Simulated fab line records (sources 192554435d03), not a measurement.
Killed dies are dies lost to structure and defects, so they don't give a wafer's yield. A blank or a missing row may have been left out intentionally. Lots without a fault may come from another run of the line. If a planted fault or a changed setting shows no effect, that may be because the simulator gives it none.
A lot that was struck, set against a sound lot :: flow n5_finfet :: 16 out of 1938 route steps
Sound: the wafers L815.1, L815.4, L815.5. Struck: wafer L824.2 (left out: L824.5, L824.6 of the same lot, which were not struck); the cause appears at the end.
At each step with rows: each side's tool, then ch and its chambers, then its first start. Under that, the readings that differ: sound wafers :: struck wafers :: difference of the means :: sigmas: that difference in standard deviations of wafers without a fault.
alike: readings with means less than 2 such deviations apart, plus words and numbers identical on both sides. not compared: withheld readings, readings lacking a value on some wafer, bounds such as >300 that could conceal the same value, and numbers that have no deviation in the record and whose values overlap.
The two part at a step that has a row with sigmas, a row that says differs or no value, or rows on one side only. When numbers do not overlap yet have no deviation, they are printed without sigmas and do not part them. Lack of a reading on every wafer of one side parts them only where that side has two or more wafers.

first, 7 steps without rows for these wafers: N5_FIN_CUT_COAT_29 (time 60 s, resist thk 10 nm); N5_FIN_CUT_COAT_02 (resist thk 30 nm); N5_FIN_CUT_EBR_04; N5_FIN_CUT_SOFTBAKE_03 (time 60 s); N5_FIN_CUT_EXPOSE_05 (exposes mask FIN CUT); N5_FIN_CUT_PEB_06 (peb time 60 s); N5_FIN_CUT_DEVELOP_07 (develop time 30 s).
N5_FIN_CUT_CD_MEAS_08: the cd target is 29.1 nm.
  sound on cd_sem-03 ch 0, day 2 21:05; struck on cd_sem-02 ch 0, day 5 03:02
  alike: cd_nm
N5_FIN_CUT_OVL_MEAS_09:
  sound on overlay-02 ch 0, day 2 21:07; struck on overlay-02 ch 0, day 5 03:04
  alike: FIN_CUT_OVL
N5_FIN_CUT_INSPECT_10: inspects for defects (brightfield).
  sound on defect_inspect-01 at day 2 21:10; struck on defect_inspect-01 at day 5 03:08
  alike: raw_defect_count
N5_FIN_CUT_DESCUM_13: chemistry O2, time 7 s.
  sound on rie_diel-01 ch 0,1,2, day 2 21:13; struck on rie_diel-03 ch 3, day 5 03:10
  alike: chamber_pressure_mTorr, drypump_motor_current_A, oes_product_au, rf_fwd_power_W, rf_vpp_V, showerhead_plenum_p_Torr, throttle_valve_pct
  not compared: rf_hours_counter_h
N5_FIN_CUT_ETCH_30: etches underlayer in N2/H2, target depth 13 nm, time 10.4 s.
  sound on rie_diel-01 ch 0,1,2, day 2 21:14; struck on rie_diel-03 ch 3, day 5 03:12
  alike: chamber_pressure_mTorr, drypump_motor_current_A, etch_rf_on_time_s, oes_product_au, rf_fwd_power_W, rf_vpp_V, showerhead_plenum_p_Torr, throttle_valve_pct
  not compared: rf_hours_counter_h
N5_FIN_CUT_ETCH_20: etches SiARC in CF4, target depth 26 nm, time 43.3 s.
  sound on rie_diel-01 ch 0,1,2, day 2 21:16; struck on rie_diel-03 ch 3, day 5 03:13
reading: etch_rf_on_time_s (s)
sound: 40.8 41.6 43.3
struck: 54.5
difference: +12.6
sigmas: +11

reading: oes_product_au (a.u.)
sound: 0.75 0.69 0.63
struck: 0.54
difference: -0.15
sigmas: -2

reading: rf_vpp_V (V)
sound: 183.3 184.2 184.5
struck: 186.1
difference: +2.1
sigmas: +2
  alike: chamber_pressure_mTorr, drypump_motor_current_A, rf_fwd_power_W, showerhead_plenum_p_Torr, throttle_valve_pct
  not compared: rf_hours_counter_h
N5_FIN_CUT_ETCH_21: etches SOC in N2/H2, target depth 219 nm, overetch 43.8 nm, time 523.5 s.
  sound on rie_diel-01 ch 0,1,2, day 2 21:18; struck on rie_diel-03 ch 3, day 5 03:16
  alike: chamber_pressure_mTorr, drypump_motor_current_A, oes_product_au, rf_fwd_power_W, rf_vpp_V, showerhead_plenum_p_Torr, throttle_valve_pct
  not compared: rf_hours_counter_h
-- here the record skips 6 days between the struck wafers' starts before and after, leaving off in module FIN_CUT and picking up in module BEOL_M4 (first step shown: number 1111 of the route) --
N5_BEOL_M4_RC_MEAS_101:
  sound on prober-01 ch 0, day 8 17:28; struck on prober-02 ch 0, day 11 11:55
  alike: DIBL_N, DIBL_P, IOFF_N, IOFF_P, ION_N, ION_P, SS_N, SS_P, VT_N, VT_P
-- a jump in the record: the struck wafers' starts before and after are 5 days apart (it breaks off in module BEOL_M4 and resumes in module PASSIVATION, where the first step shown is number 1936 of the route) --
N5_PASSIVATION_PROBE_49:
  sound on prober-01 at day 12 23:40; struck on prober-02 at day 16 02:47
reading: defect_limited_yield (%)
sound: 90.6 84.9 89.5
struck: 91.9
difference: +3.6
sigmas: +2

reading: killed_at_front_end
sound: 50 90 48
struck: 36
difference: -27
sigmas: -2

reading: killed_dies
sound: 111 178 124
struck: 95
difference: -43
sigmas: -2

reading: sort_bin_5_function (%)
sound: 5.9 8.6 6.7
struck: 4.7
difference: -2.4
sigmas: -2

reading: sort_n_pass
sound: 1069 1002 1056
struck: 1085
difference: +43
sigmas: +2

reading: sort_yield_pct (%)
sound: 90.6 84.9 89.5
struck: 91.9
difference: +3.6
sigmas: +2
  alike: killed_at_M0_to_M3, killed_at_M4_up, killed_at_contacts, killed_at_other, killed_on_rim, killed_open, killed_short, sort_bin_6_memory

WHERE THEY PART
At N5_FIN_CUT_ETCH_20 first; at N5_PASSIVATION_PROBE_49 last (within this record only).

WHY: whatever the simulator had introduced
rie_diel-03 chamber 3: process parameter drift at N5_FIN_CUT_ETCH_20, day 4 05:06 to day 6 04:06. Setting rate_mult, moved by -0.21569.
